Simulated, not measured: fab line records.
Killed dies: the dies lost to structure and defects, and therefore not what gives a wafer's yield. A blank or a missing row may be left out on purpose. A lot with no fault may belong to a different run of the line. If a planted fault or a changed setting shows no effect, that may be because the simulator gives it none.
fab line records	flow nand_harc	part 2 of 2: steps 5 to 6 of 6
[record] lots = 24	wafers = 72	last_day = 33
route steps=1302 shown A_CONTACT@1049
lots untouched by any fault: they come from a run of this same line in which no faults occurred
start_h: start of the lot's first displayed wafer, in hours after the record's first day	wait_h: time in hours since the lot's previous step	" the same as in the row above	L1.1+2: a single row standing in for several wafers	- no value present, or no start provided	* or withheld: withheld	< > ~ a bound
route shown NAME@n: a module of which the file shows steps, and the number in the route of the first	usual: mean/standard deviation of fault-free wafers	same: alike in all rows	chamber/n: place in a boat	sites: each site's reading	_std_site: standard deviation across them	_edge_site: the outer-site mean with the inner-site mean subtracted	radius_mm: for every site, how far away it sits from the centre of the wafer	mask NAME#n: copy n	behind: the last tool/chamber to shape the wafer	hold: what put the lot on hold/how long, in hours/how the hold closed	device: names the non-switching transistor (n, p or np)	end of line: the route-end tests of the same wafers	a step given without rows: its recipe and nothing more	killed: not the wafer's yield, but the dies lost to structure and defects at the first sort	map: the dies of a wafer, with x for killed, . for not killed, _ for no die there
set.NAME: the setting as run; set.NAME@STEP: as run at that earlier step	model.NAME: the simulator's own value behind a step, which no gauge read
the route's steps for a sample of lots (tables are steps, rows are wafers)
services: a tool's chamber out of use, with start hour (start_h, from the record's first day; less than 0 if before it), hours out, and reason
[[steps]]
[step NHARC_A_CONTACT_CVD_19]
[recipe] target_thk_a = 3000	temp_c = 300	pressure_torr = 40	wf6_flow_sccm = 40	h2_flow_sccm = 1600	ar_flow_sccm = 1560	time_s = 802	material = W
[usual] heater_power_w = 440/23	throttle_valve_pct = 7.80/0.22
lot.wafer	tool	chamber	start_h	wait_h	heater_power_w	throttle_valve_pct
L075.2	cvd_w-02	0	-	-	411	8.09
L075.3	"	0	"	"	402	7.94
L075.6	"	0	"	"	406	7.79
L076.1	cvd_w-01	0	-	-	459	7.59
L076.4	"	1	"	"	469	7.72
L076.5	"	1	"	"	465	7.57
L074.4	cvd_w-02	1	-	-	439	7.84
L074.5	"	1	"	"	435	7.53
L074.6	"	0	"	"	410	8.08
L077.2	cvd_w-02	0	-	-	418	8.21
L077.4	"	0	"	"	409	8.18
L077.5	"	0	"	"	416	8.27
L078.1	cvd_w-02	0	-	-	414	7.92
L078.4	"	0	"	"	418	8.20
L078.5	"	0	"	"	405	8.10
L079.1	cvd_w-02	0	-	-	412	8.25
L079.2	"	0	"	"	419	8.20
L079.3	"	0	"	"	409	7.87
L080.2	cvd_w-01	1	-	-	446	7.59
L080.6	"	0	"	"	462	7.49
L080.5	"	1	"	"	437	7.90
L082.1	cvd_w-01	1	-	-	433	7.69
L082.4	"	1	"	"	440	7.66
L082.6	"	1	"	"	442	8.02
L081.1	cvd_w-01	0	-	-	469	7.60
L081.5	"	0	"	"	474	7.43
L081.6	"	1	"	"	426	8.08
L083.2	cvd_w-01	0	-	-	462	7.63
L083.3	"	0	"	"	471	7.54
L083.5	"	1	"	"	444	7.85
L085.1	cvd_w-01	1	-	-	421	8.09
L085.4	"	0	"	"	476	7.72
L085.3	"	1	"	"	441	7.70
L084.2	cvd_w-01	1	-	-	425	7.54
L084.3	"	1	"	"	436	7.69
L084.6	"	1	"	"	429	7.66
L086.1	cvd_w-01	1	-	-	448	7.94
L086.4	"	0	"	"	465	7.50
L086.3	"	1	"	"	441	8.12
L087.4	cvd_w-02	0	-	-	410	8.13
L087.6	"	1	"	"	437	7.61
L087.5	"	0	"	"	414	7.89
L090.1	cvd_w-02	0	-	-	417	8.12
L090.2	"	1	"	"	419	7.81
L090.6	"	0	"	"	404	7.88
L091.1	cvd_w-02	1	-	-	427	7.76
L091.2	"	0	"	"	404	7.91
L091.6	"	0	"	"	420	8.08
L088.2	cvd_w-01	1	-	-	442	7.77
L088.4	"	0	"	"	466	7.35
L088.5	"	1	"	"	443	7.77
L089.2	cvd_w-01	1	-	-	442	7.78
L089.4	"	1	"	"	422	7.75
L089.6	"	1	"	"	431	7.66
L092.4	cvd_w-01	0	-	-	476	7.53
L092.3	"	1	"	"	440	7.64
L092.5	"	0	"	"	480	7.59
L094.1	cvd_w-02	1	-	-	437	7.71
L094.2	"	0	"	"	412	7.86
L094.6	"	1	"	"	431	7.46
L093.4	cvd_w-01	1	-	-	430	8.02
L093.3	"	0	"	"	472	7.28
L093.5	"	0	"	"	473	7.88
L096.1	cvd_w-02	0	-	-	407	8.04
L096.3	"	1	"	"	441	7.72
L096.6	"	1	"	"	416	7.77
L095.2	cvd_w-01	0	-	-	472	7.63
L095.5	"	1	"	"	431	7.97
L095.6	"	0	"	"	475	7.57
L097.4	cvd_w-01	1	-	-	455	7.66
L097.3	"	0	"	"	478	7.68
L097.6	"	0	"	"	492	7.73
[step NHARC_A_CONTACT_CMP_20]
[recipe] t_overpolish_s = 30	target_thk_nm = 300
[usual] motor_current_A = 12.6/1.6	overpolish_run_s = 30.000/0.0093	retaining_ring_pressure_frac = 1.000/0.0051	time_to_endpoint_s = 60/3.4
lot.wafer	tool	chamber	start_h	wait_h	motor_current_A	overpolish_run_s	retaining_ring_pressure_frac	time_to_endpoint_s
L075.3	cmp-02	0	524.68	0.4	13.6	30.012	1.003	66
L075.2	"	3	"	"	13.3	30.009	1.001	62
L075.6	"	1	"	"	13.5	29.992	1.007	60
L076.1	cmp-01	3	532.22	0.8	12.8	29.987	0.992	62
L076.4	"	0	"	"	14.0	29.997	0.991	55
L076.5	"	3	"	"	12.5	29.990	1.003	65
L074.4	cmp-03	0	532.41	0.5	15.8	30.014	1.000	59
L074.6	"	0	"	"	15.7	30.005	1.004	61
L074.5	"	1	"	"	11.2	30.008	1.003	52
L077.4	cmp-03	1	535.34	0.5	11.6	30.009	0.997	61
L077.2	"	3	"	"	12.0	29.999	0.997	63
L077.5	"	0	"	"	16.4	30.011	1.001	63
L078.1	cmp-02	2	551.45	1.4	11.5	29.995	1.001	61
L078.4	"	1	"	"	12.3	30.014	1.005	58
L078.5	"	2	"	"	11.0	30.004	1.003	61
L079.2	cmp-01	3	557.06	1.1	13.0	29.983	1.012	60
L079.3	"	0	"	"	13.7	29.993	1.006	55
L079.1	"	1	"	"	10.2	29.995	0.997	55
L080.2	cmp-03	1	570.74	0.7	11.1	30.010	0.995	60
L080.5	"	3	"	"	11.5	30.010	1.007	62
L080.6	"	0	"	"	16.4	29.997	0.991	62
L082.4	cmp-03	0	590.84	0.5	17.1	29.993	1.003	61
L082.1	"	2	"	"	11.6	29.991	0.997	62
L082.6	"	1	"	"	10.6	29.999	1.010	58
L081.1	cmp-02	3	594.94	0.8	12.8	30.009	1.006	62
L081.6	"	2	"	"	11.5	29.998	0.998	61
L081.5	"	3	"	"	12.4	29.995	0.997	61
L083.3	cmp-03	0	602.53	0.4	16.0	29.996	1.003	64
L083.2	"	1	"	"	10.5	29.996	1.002	59
L083.5	"	0	"	"	15.8	30.005	0.996	63
L085.1	cmp-02	3	639.06	0.7	12.6	30.017	1.001	65
L085.3	"	0	"	"	14.7	30.002	1.005	66
L085.4	"	1	"	"	13.5	30.006	0.997	59
L084.2	cmp-01	2	642.81	0.8	13.4	29.985	1.001	62
L084.3	"	0	"	"	13.1	29.991	1.001	53
L084.6	"	3	"	"	12.4	29.983	0.997	60
L086.1	cmp-02	0	647.59	0.6	13.2	30.007	1.004	60
L086.4	"	2	"	"	11.9	29.996	1.000	58
L086.3	"	3	"	"	12.5	29.999	1.001	59
L087.4	cmp-03	2	650.56	0.4	12.1	29.995	1.000	60
L087.5	"	2	"	"	11.3	30.001	0.995	59
L087.6	"	3	"	"	11.4	29.991	1.002	58
L090.1	cmp-03	3	680.12	0.8	10.9	29.990	1.008	58
L090.2	"	1	"	"	11.2	29.998	1.002	57
L090.6	"	3	"	"	10.8	29.991	0.995	58
L091.1	cmp-01	0	684.92	0.8	13.4	30.001	0.987	55
L091.2	"	1	"	"	9.8	30.007	0.995	54
L091.6	"	2	"	"	13.5	29.992	0.999	62
L088.2	cmp-03	1	685.71	0.8	10.9	29.993	0.996	54
L088.4	"	0	"	"	17.2	29.990	0.994	57
L088.5	"	1	"	"	10.7	30.004	0.994	54
L089.4	cmp-01	1	687.51	0.5	10.2	29.990	1.000	56
L089.2	"	2	"	"	13.5	29.999	0.996	64
L089.6	"	1	"	"	9.9	30.000	0.998	53
L092.3	cmp-02	1	704.94	0.4	12.3	30.008	0.994	58
L092.4	"	2	"	"	11.3	29.997	1.000	66
L092.5	"	2	"	"	11.3	30.004	0.999	64
L094.2	cmp-03	1	708.87	0.6	11.4	30.015	1.003	55
L094.1	"	2	"	"	11.6	29.998	1.003	62
L094.6	"	2	"	"	11.7	29.999	1.008	61
L093.4	cmp-01	1	710.05	0.5	10.3	29.975	1.005	59
L093.3	"	2	"	"	12.9	29.997	1.007	63
L093.5	"	1	"	"	9.7	30.007	1.001	60
L096.1	cmp-02	2	714.74	0.8	11.4	29.997	1.004	64
L096.3	"	3	"	"	12.2	30.004	1.000	63
L096.6	"	1	"	"	13.3	30.025	0.987	58
L095.2	cmp-01	0	718.28	0.7	14.1	30.003	0.992	55
L095.5	"	1	"	"	10.0	30.009	1.004	56
L095.6	"	2	"	"	12.9	29.998	0.991	61
L097.4	cmp-02	3	748.50	0.5	11.9	30.004	0.996	63
L097.3	"	1	"	"	13.0	30.000	1.003	58
L097.6	"	2	"	"	12.0	29.997	0.995	62
[[services]]
tool	chamber	start_h	hours	kind
rie_diel-02	3	494.57	6.8	repair
har_cap_etch-01	-	497.26	17.0	pm
rie_diel-05	3	497.36	12.1	repair
rie_diel-05	0	502.32	10.3	repair
cvd_w-01	-	508.18	0.5	repair
rie_diel-13	-	519.17	9.0	pm
cvd_w-01	-	547.00	13.0	pm
har_cap_etch-01	-	549.85	1.2	repair
rie_diel-02	-	553.86	0.2	repair
rie_diel-02	-	572.37	9.0	pm
rie_diel-13	0	580.67	9.0	repair
rie_diel-05	-	586.36	9.0	pm
rie_diel-13	2	598.16	1.7	repair
rie_diel-13	0	607.98	22.1	repair
rie_diel-02	2	615.15	3.0	repair
cvd_w-01	1	616.02	3.0	repair
rie_diel-13	3	631.30	3.7	repair
rie_diel-05	0	646.93	4.1	repair
rie_diel-13	0	651.41	12.4	repair
cvd_w-01	0	672.74	5.0	repair
rie_diel-05	2	676.54	28.7	repair
rie_diel-13	-	696.53	9.0	pm
cvd_w-01	-	728.00	13.0	pm
rie_diel-13	2	736.92	2.9	repair
